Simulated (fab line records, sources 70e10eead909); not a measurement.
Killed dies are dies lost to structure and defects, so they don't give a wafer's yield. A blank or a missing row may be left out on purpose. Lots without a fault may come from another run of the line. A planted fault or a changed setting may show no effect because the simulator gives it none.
Which tool did it? | flow nand_harc | 13 lots, 39 wafers sampled, at 4 steps of a route of 1302

WHAT THE GAUGES READ, wafer by wafer
NHARC_A_CONTACT_CD_MEAS_15. Usual: cd_nm 190.0 nm, standard deviation 0.57.
lot  | measured     | on        | cd_nm (nm)        | flag
L560 | day 23 03:29 | cd_sem-02 | 189.8 189.8 189.6 |
L564 | day 23 23:00 | cd_sem-03 | 189.5 189.5 190.0 |
L565 | day 24 02:22 | cd_sem-02 | 189.4 189.9 189.4 |
L568 | day 25 10:58 | cd_sem-01 | 189.9 190.0 190.1 |
L566 | day 25 18:48 | cd_sem-03 | 190.4 190.9 190.6 |
L569 | day 25 21:05 | cd_sem-03 | 189.8 189.1 189.5 |
L570 | day 27 15:47 | cd_sem-02 | 191.1 191.4 191.5 |
L571 | day 27 18:17 | cd_sem-02 | 190.1 189.2 189.9 |
L572 | day 27 18:26 | cd_sem-03 | 190.8 189.8 190.7 |
L573 | day 27 20:41 | cd_sem-01 | 190.5 190.2 190.4 |
L575 | day 28 08:35 | cd_sem-01 | 191.3 191.1 191.1 |
L581 | day 31 04:42 | cd_sem-02 | 190.3 190.1 189.9 |
L580 | day 31 08:17 | cd_sem-03 | 189.8 189.8 189.7 |

NHARC_A_CONTACT_INSPECT_23. Usual: raw_defect_count 496, standard deviation 120.
lot  | measured     | on                | raw_defect_count | flag
L560 | day 23 06:04 | defect_inspect-02 | 528 328 560      |
L564 | day 24 01:33 | defect_inspect-02 | 452 374 359      |
L565 | day 24 04:56 | defect_inspect-01 | 330 414 429      |
L568 | day 25 13:24 | defect_inspect-01 | 341 294 335      |
L566 | day 25 21:14 | defect_inspect-01 | 482 412 451      |
L569 | day 25 23:32 | defect_inspect-01 | 591 578 546      |
L570 | day 27 18:13 | defect_inspect-01 | 537 452 513      |
L571 | day 27 23:33 | defect_inspect-02 | 464 527 516      |
L572 | day 27 20:56 | defect_inspect-02 | 481 487 520      |
L573 | day 28 00:19 | defect_inspect-01 | 353 433 394      |
L575 | day 28 11:34 | defect_inspect-02 | 449 591 629      |
L581 | day 31 07:08 | defect_inspect-01 | 833 658 448      |
L580 | day 31 10:43 | defect_inspect-02 | 483 600 512      |

WHICH TOOL RAN EACH LOT (tool, then ch and the chambers of the sampled wafers, then the start)
lot  | NHARC_A_CONTACT_ETCH_110           | NHARC_A_CONTACT_STRIP_26
L560 | rie_diel-06 ch 0,1,3, day 23 03:56 | rie_diel-06 ch 0,2,3, day 23 06:04 or earlier
L564 | rie_diel-07 ch 0,2, day 23 23:23   | rie_diel-07 ch 0,2,3, day 24 01:33 or earlier
L565 | rie_diel-05 ch 1,3, day 24 02:41   | rie_diel-05 ch 1,2,3, day 24 04:56 or earlier
L568 | rie_diel-06 ch 2,3, day 25 11:16   | rie_diel-06 ch 0,2, day 25 13:24 or earlier
L566 | rie_diel-06 ch 0,1,2, day 25 19:05 | rie_diel-06 ch 1,2,3, day 25 21:14 or earlier
L569 | rie_diel-06 ch 2,3, day 25 21:22   | rie_diel-06 ch 1,3, day 25 23:32 or earlier
L570 | rie_diel-07 ch 0,2,3, day 27 16:05 | rie_diel-07 ch 2,3, day 27 18:13 or earlier
L571 | rie_diel-07 ch 0,1,3, day 27 21:25 | rie_diel-07 ch 1,2,3, day 27 23:33 or earlier
L572 | rie_diel-06 ch 0,1,3, day 27 18:48 | rie_diel-06 ch 0,2, day 27 20:56 or earlier
L573 | rie_diel-06 ch 0,1,2, day 27 21:45 | rie_diel-06 ch 1,3, day 28 00:19 or earlier
L575 | rie_diel-06 ch 0,3, day 28 09:22   | rie_diel-06 ch 0,1,2, day 28 11:34 or earlier
L581 | rie_diel-05 ch 1,3, day 31 05:00   | rie_diel-05 ch 2,3, day 31 07:08 or earlier
L580 | rie_diel-06 ch 0,2,3, day 31 08:35 | rie_diel-06 ch 0,1,2, day 31 10:43 or earlier
- NHARC_A_CONTACT_ETCH_110: etches the open film in CF4/O2, target depth 60 nm, overetch 6 nm, time 33 s.
- NHARC_A_CONTACT_STRIP_26: strips in O2.

WHAT THE TOOLS THEMSELVES READ (means of the sampled wafers that have a number; where no wafer has one, the mark that the record gives instead)
NHARC_A_CONTACT_ETCH_110. Usual: drypump_motor_current_A 5.8 A, standard deviation 0.53; oes_product_au 1.001 a.u., standard deviation 0.0094; rf_vpp_V 198.1 V, standard deviation 1.2; showerhead_plenum_p_Torr 1.35 Torr, standard deviation 0.043; throttle_valve_pct 13.397 %, standard deviation 0.0091.
lot  | tool        | drypump_motor_current_A (A) | oes_product_au (a.u.) | rf_vpp_V (V) | showerhead_plenum_p_Torr (Torr) | throttle_valve_pct (%) | flag
L560 | rie_diel-06 | 5.6                         | 1.003                 | 197.4        | 1.35                            | 13.396                 |
L564 | rie_diel-07 | 5.8                         | 0.998                 | 197.5        | 1.33                            | 13.390                 |
L565 | rie_diel-05 | 5.4                         | 0.997                 | 196.1        | 1.29                            | 13.401                 |
L568 | rie_diel-06 | 6.0                         | 1.004                 | 198.3        | 1.36                            | 13.402                 |
L566 | rie_diel-06 | 5.9                         | 1.007                 | 197.6        | 1.35                            | 13.405                 |
L569 | rie_diel-06 | 6.0                         | 1.012                 | 198.3        | 1.36                            | 13.393                 |
L570 | rie_diel-07 | 5.9                         | 0.996                 | 197.7        | 1.32                            | 13.412                 |
L571 | rie_diel-07 | 6.0                         | 1.001                 | 198.6        | 1.38                            | 13.402                 |
L572 | rie_diel-06 | 5.6                         | 1.005                 | 198.4        | 1.34                            | 13.405                 |
L573 | rie_diel-06 | 5.9                         | 1.004                 | 199.2        | 1.35                            | 13.399                 |
L575 | rie_diel-06 | 5.7                         | 1.011                 | 198.0        | 1.35                            | 13.398                 |
L581 | rie_diel-05 | 5.4                         | 1.016                 | 196.5        | 1.28                            | 13.396                 |
L580 | rie_diel-06 | 6.0                         | 0.968                 | 198.1        | 1.36                            | 13.394                 | OFF

NHARC_A_CONTACT_STRIP_26. Usual: drypump_motor_current_A 5.8 A, standard deviation 0.53; oes_product_au 1.001 a.u., standard deviation 0.0096; rf_vpp_V 57.9 V, standard deviation 0.91; showerhead_plenum_p_Torr 3.56 Torr, standard deviation 0.12; throttle_valve_pct 17.036 %, standard deviation 0.0084.
lot  | tool        | drypump_motor_current_A (A) | oes_product_au (a.u.) | rf_vpp_V (V) | showerhead_plenum_p_Torr (Torr) | throttle_valve_pct (%) | flag
L560 | rie_diel-06 | 6.0                         | 1.008                 | 57.5         | 3.61                            | 17.034                 |
L564 | rie_diel-07 | 5.9                         | 0.998                 | 57.6         | 3.51                            | 17.037                 |
L565 | rie_diel-05 | 5.7                         | 1.001                 | 58.2         | 3.55                            | 17.038                 |
L568 | rie_diel-06 | 6.3                         | 1.007                 | 58.2         | 3.63                            | 17.040                 |
L566 | rie_diel-06 | 5.6                         | 1.003                 | 57.7         | 3.53                            | 17.030                 |
L569 | rie_diel-06 | 5.2                         | 1.016                 | 56.8         | 3.50                            | 17.038                 |
L570 | rie_diel-07 | 6.1                         | 0.998                 | 57.9         | 3.48                            | 17.042                 |
L571 | rie_diel-07 | 5.9                         | 0.995                 | 57.5         | 3.53                            | 17.027                 |
L572 | rie_diel-06 | 6.3                         | 0.997                 | 58.2         | 3.63                            | 17.037                 |
L573 | rie_diel-06 | 5.3                         | 1.008                 | 57.3         | 3.50                            | 17.035                 |
L575 | rie_diel-06 | 5.9                         | 1.008                 | 57.7         | 3.57                            | 17.039                 |
L581 | rie_diel-05 | 5.6                         | 1.015                 | 58.7         | 3.59                            | 17.032                 |
L580 | rie_diel-06 | 5.9                         | 0.998                 | 57.9         | 3.56                            | 17.040                 |

THE ANSWER, worked out from the rows above alone
Rule: a lot is off if the mean of its wafers that have a number lies more than 3 standard deviations from the usual mean. A lot without any number at a reading at which 4 lots or more have one is off too. The other lots that the step has rows for count as sound. The gauges are gone through in route order, then the tools' own readings, and for those a lot's mean is taken as printed above. The first step at which some lot is off is used, and at that step the reading that is off furthest; a lot without a number counts as furthest.
Off: L580, at NHARC_A_CONTACT_ETCH_110 (oes_product_au).
A tool fits if, at that step or a process step before it, it ran every lot that is off, and no sound lot after the first of them. One fits: rie_diel-06 at NHARC_A_CONTACT_ETCH_110. Its last sound lot is L575 (day 28 09:22), its first lot that is off L580 (day 31 08:35): a fault that began between those two fits.
The tool's own readings at NHARC_A_CONTACT_ETCH_110 bear it out: on the lots that are off they differ by more than 5 times the standard deviation of the sound lots' means. oes_product_au reads 0.968 a.u. there against 1.004 a.u. on the sound lots.

WHAT THE SIMULATOR HAD PUT IN
Process parameter drift: rie_diel-06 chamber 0, from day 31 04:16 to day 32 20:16, at NHARC_A_CONTACT_ETCH_110. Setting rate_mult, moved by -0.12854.
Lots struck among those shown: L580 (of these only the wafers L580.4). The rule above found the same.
